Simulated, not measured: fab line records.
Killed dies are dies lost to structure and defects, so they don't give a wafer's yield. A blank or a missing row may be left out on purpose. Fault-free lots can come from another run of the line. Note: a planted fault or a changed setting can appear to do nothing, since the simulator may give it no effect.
Matching of chambers -- flow nand harc -- ald hk-02 running NHARC_A_CHANNEL_FILL_D1_ALD_25: 4 sister chambers
The step deposits SiOx, target thk 60 nm, pulse time 10 s, ald cycles 600. 8 wafers are shown with their chamber, then 8 later ones without.

== WAFERS, EACH WITH ITS CHAMBER ==
wafer,chamber,heater power outer w (W),heater power w (W)
L076.6,0,240,457
L084.2,3,193,368
L084.3,2,277,467
L084.6,3,194,367
L089.3,2,267,475
L089.4,0,248,453
L089.5,1,256,452
L092.3,1,260,444

== WAFERS WITHOUT THEIR CHAMBER ==
wafer,heater power outer w (W),heater power w (W)
L092.4,277,466
L092.5,245,459
L094.4,244,469
L094.5,254,440
L094.6,271,465
L096.1,204,377
L096.4,283,476
L096.5,251,470

== THE CHAMBER EACH PASSED THROUGH ==
wafer,from the rows above,in truth
L092.4,2,2
L092.5,0,0
L094.4,0,0
L094.5,1,1
L094.6,2,2
L096.1,3,3
L096.4,2,2
L096.5,can't be placed: 0 or 2 or 1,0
Placed correctly: 7 of 8. Not placeable from these rows: 1 (in 1, the candidates include the true chamber). Wrongly placed: 0.
How it was worked out, from the rows above alone: a wafer's distance from a chamber is the root of the sum, over the readings, of the square of ((its reading less the chamber's mean) divided by the reading's scatter). The wafer belongs to the nearest chamber; if the next one is less than 2 further off, it can't be placed. Each chamber's mean is taken over the wafers shown for it. How the scatter is found: for the shown wafers, subtract from each reading the mean of its chamber, square and add these, divide the total by (wafers less chambers), then take the root.
